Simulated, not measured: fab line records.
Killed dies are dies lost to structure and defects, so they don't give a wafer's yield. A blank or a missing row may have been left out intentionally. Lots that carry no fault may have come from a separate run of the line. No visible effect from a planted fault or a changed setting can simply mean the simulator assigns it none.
Matching of chambers :: flow n5-finfet :: 4 sister chambers for N5_MOL_CONTACT_COAG_CMP_28 on cmp-02
The step polishes, stops on SiNx, t overpolish 0.85 s, target thk 14.522 nm. 8 wafers are shown with their chamber, then 8 later ones without.

## WAFERS PAIRED WITH THEIR CHAMBERS
wafer: L075.1
chamber: 2
motor-current-A (A): 14.2
slurry-flow-ml-min: 149.6

wafer: L078.2
chamber: 0
motor-current-A (A): 15.1
slurry-flow-ml-min: 150.4

wafer: L078.6
chamber: 1
motor-current-A (A): 13.3
slurry-flow-ml-min: 149.7

wafer: L084.2
chamber: 0
motor-current-A (A): 14.8
slurry-flow-ml-min: 150.1

wafer: L084.6
chamber: 1
motor-current-A (A): 12.4
slurry-flow-ml-min: 150.2

wafer: L088.1
chamber: 2
motor-current-A (A): 14.0
slurry-flow-ml-min: 149.1

wafer: L088.5
chamber: 3
motor-current-A (A): 12.6
slurry-flow-ml-min: 151.0

wafer: L090.3
chamber: 3
motor-current-A (A): 12.1
slurry-flow-ml-min: 150.6

## WAFERS WITH NO CHAMBER GIVEN
wafer: L090.5
motor-current-A (A): 12.6
slurry-flow-ml-min: 150.3

wafer: L090.6
motor-current-A (A): 13.9
slurry-flow-ml-min: 150.1

wafer: L093.1
motor-current-A (A): 14.5
slurry-flow-ml-min: 150.9

wafer: L093.4
motor-current-A (A): 14.2
slurry-flow-ml-min: 149.8

wafer: L093.6
motor-current-A (A): 15.7
slurry-flow-ml-min: 150.5

wafer: L097.1
motor-current-A (A): 13.0
slurry-flow-ml-min: 149.9

wafer: L097.2
motor-current-A (A): 14.5
slurry-flow-ml-min: 150.0

wafer: L097.3
motor-current-A (A): 13.3
slurry-flow-ml-min: 150.8

## WHICH CHAMBER EACH ONE RAN IN
wafer: L090.5
from the rows above: can't be placed: 1 or 3
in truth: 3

wafer: L090.6
from the rows above: can't be placed: 2 or 0 or 1
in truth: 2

wafer: L093.1
from the rows above: 0
in truth: 0

wafer: L093.4
from the rows above: can't be placed: 2 or 0
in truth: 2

wafer: L093.6
from the rows above: 0
in truth: 0

wafer: L097.1
from the rows above: 1
in truth: 1

wafer: L097.2
from the rows above: can't be placed: 0 or 2
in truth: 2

wafer: L097.3
from the rows above: can't be placed: 3 or 1
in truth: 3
Correct placement for 3 of the 8. Cannot be placed on the basis of these rows: 5; the candidates contain the true chamber in 5. 0 placed wrongly.
How it was worked out, from the rows above alone: a wafer's distance from a chamber is the root of the sum, over the readings, of the square of ((its reading less the chamber's mean) divided by the reading's scatter). The wafer belongs to the nearest chamber; if the next one is less than 2 further off, it can't be placed. A chamber's mean is the mean of its shown wafers. The scatter: the root of (the sum of the squares of (reading less its chamber's mean) over the shown wafers, divided by (wafers less chambers)).
